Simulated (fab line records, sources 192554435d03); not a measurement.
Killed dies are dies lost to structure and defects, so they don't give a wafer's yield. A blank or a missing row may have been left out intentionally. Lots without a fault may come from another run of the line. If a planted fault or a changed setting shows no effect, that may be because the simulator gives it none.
Split-lot experiment	flow n5-finfet	on a route of 1938 steps: 7 lots, 39 wafers read

THE SPLIT ITSELF
At N5_GATE_CUT_ETCH_58 (etches SiNx in CH3F/O2, target depth 17 nm, time 128.6 s), the setting time-s was moved away from the recipe's 128.6 s on 9 of the 39 wafers read, by -20.1% to +8.0%. The other wafers ran this setting at the recipe's value.

The split's own step is where the reading is taken.

THE READING
etch.depth-nm (the simulator's own value, which no gauge read), in nm, at N5_GATE_CUT_ETCH_58 (etches SiNx in CH3F/O2, target depth 17 nm, time 128.6 s). The file does not state a usual value for it. The 30 wafers here that ran the recipe average 17.04 nm, standard deviation 0.27 nm.

wafer	tool, chamber at the split	time-s as run, s	against the recipe	etch.depth-nm, nm	against lot-mates on the recipe
L075.1	rie-diel-03, 0	128.6	recipe	17.07	-
L075.2	rie-diel-03, 3	116.1	-9.7%	15.08	-2.08
L075.3	rie-diel-03, 2	128.6	recipe	17.11	-
L075.4	rie-diel-03, 1	116.1	-9.7%	15.81	-1.35
L075.5	rie-diel-03, 2	116.1	-9.7%	15.48	-1.68
L075.6	rie-diel-03, 1	128.6	recipe	17.31	-
L081.1	rie-diel-01, 3	128.6	recipe	17.04	-
L081.2	rie-diel-01, 0	128.6	recipe	16.79	-
L081.3	rie-diel-01, 1	128.6	recipe	16.45	-
L081.4	rie-diel-01, 2	128.6	recipe	16.72	-
L081.5	rie-diel-01, 0	128.6	recipe	16.69	-
L081.6	rie-diel-01, 3	128.6	recipe	17.11	-
L084.1	rie-diel-01, 3	138.9	+8.0%	18.74	+1.82
L084.2	rie-diel-01, 2	128.6	recipe	17	-
L084.3	rie-diel-01, 1,0	128.6	recipe	16.88	-
L084.5	rie-diel-01, 1,0	128.6	recipe	16.88	-
L084.4	rie-diel-01, 0	138.9	+8.0%	18.24	+1.32
L084.6	rie-diel-01, 3	138.9	+8.0%	18.46	+1.54
L087.1	rie-diel-03, 0	102.8	-20.1%	13.7	-3.33
L087.2	rie-diel-03, 3	128.6	recipe	16.75	-
L087.3	rie-diel-03, 2	128.6	recipe	17.21	-
L087.4	rie-diel-03, 2	128.6	recipe	17.14	-
L087.5	rie-diel-03, 0	102.8	-20.1%	13.75	-3.28
L087.6	rie-diel-03, 3	102.8	-20.1%	13.45	-3.58
L090.1	rie-diel-01, 1	128.6	recipe	16.77	-
L090.2	rie-diel-01, 2	128.6	recipe	17.07	-
L090.3	rie-diel-01, 0	128.6	recipe	17.03	-
L090.4	rie-diel-01, 3	128.6	recipe	17.25	-
L090.5	rie-diel-01, 1	128.6	recipe	16.79	-
L090.6	rie-diel-01, 2	128.6	recipe	16.99	-
L093.1	rie-diel-01, 3	128.6	recipe	17.25	-
L093.3	rie-diel-01, 1	128.6	recipe	16.98	-
L093.6	rie-diel-01, 2	128.6	recipe	17.15	-
L096.1	rie-diel-03, 3	128.6	recipe	16.99	-
L096.2	rie-diel-03, 2	128.6	recipe	17.37	-
L096.3	rie-diel-03, 1	128.6	recipe	17.72	-
L096.6	rie-diel-03, 1	128.6	recipe	17.72	-
L096.4	rie-diel-03, 2	128.6	recipe	17.17	-
L096.5	rie-diel-03, 3	128.6	recipe	16.8	-
The file does not say which wafer passed through which chamber wherever a row lists several chambers: such a row stands for several wafers.

THE FIT
A straight line over all 39 wafers: etch.depth-nm changes by +0.17 nm for each +1% of time-s; r = +0.97; the points scatter about the line by 0.27 nm.
The same after taking each lot's own level away (the mean of its wafers on the recipe; 39 wafers): +0.174 nm for each +1%; r = +0.98; scatter 0.23 nm.
On that fit, the largest move of time-s shifts the reading by 3.5 nm.
Across the lots, their own levels run from 16.800 to 17.295 nm, a range of 1.8 times the standard deviation given above.
The two slopes are in agreement: the lot-to-lot level therefore moves the slope only a little.
Check: -3.52 nm against its lot-mates is what the line predicts for one of the wafers moved furthest among these (-20.1%) when that wafer is left out of the fit. Against them it came out at -3.33 nm.

THE OTHER SPLITS THESE WAFERS WENT THROUGH
Before the reading, these wafers also passed through other splits. Each is held against what the fit with the lots' levels taken away leaves over:
other split on the same wafers	wafers away from the commonest value	r with etch.depth-nm (lot level and that fit taken away)
N5_DUMMY_GATE_HM_DEP_06 time-s	30	-0.07
N5_DUMMY_GATE_ETCH_37 source-w	12	-0.15

THE FILE'S OWN FIT
etch.depth-nm changes by +0.173 nm for each +1% of time-s, r = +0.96.
